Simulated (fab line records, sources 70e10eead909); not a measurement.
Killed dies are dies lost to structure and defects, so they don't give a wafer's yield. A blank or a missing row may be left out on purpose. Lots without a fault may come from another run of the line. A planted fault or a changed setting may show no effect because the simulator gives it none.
Chamber matching | flow nand_harc | NHARC_P_GATE_STRIP_101 on rie_diel-05: 4 sister chambers
The step strips in O2, time 20 s. 4 wafers are shown with their chamber, then 7 later ones without.

WAFERS WITH THEIR CHAMBER
wafer  | chamber | showerhead_plenum_p_Torr (Torr)
L982.4 | 3       | 3.73
L986.3 | 1       | 3.77
L987.1 | 0       | 3.56
L987.3 | 2       | 3.77

WAFERS WITHOUT THEIR CHAMBER
wafer  | showerhead_plenum_p_Torr (Torr)
L987.4 | 3.77
L989.2 | 3.56
L989.4 | 3.77
L989.6 | 3.76
L990.1 | 3.56
L990.3 | 3.72
L990.5 | 3.76

WHICH CHAMBER EACH WENT THROUGH
wafer  | from the rows above     | in truth
L987.4 | can't be placed: 1 or 2 | 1
L989.2 | 0                       | 0
L989.4 | can't be placed: 1 or 2 | 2
L989.6 | can't be placed: 1 or 2 | 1
L990.1 | 0                       | 0
L990.3 | 3                       | 3
L990.5 | can't be placed: 1 or 2 | 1
Placed correctly: 3 of 7. Can't be placed from these rows: 4 (the true chamber is among the candidates in 4). Placed wrongly: 0.
How it was worked out, from the rows above alone: a wafer's distance from a chamber is the root of the sum, over the readings, of the square of ((its reading less the chamber's mean) divided by the reading's scatter). The wafer belongs to the nearest chamber; if the next one is less than 2 further off, it can't be placed. A chamber's mean is the mean of its shown wafers. The scatter: with one shown wafer a chamber, the root of the mean of the squares of how far each hidden wafer lies from its nearest shown one.
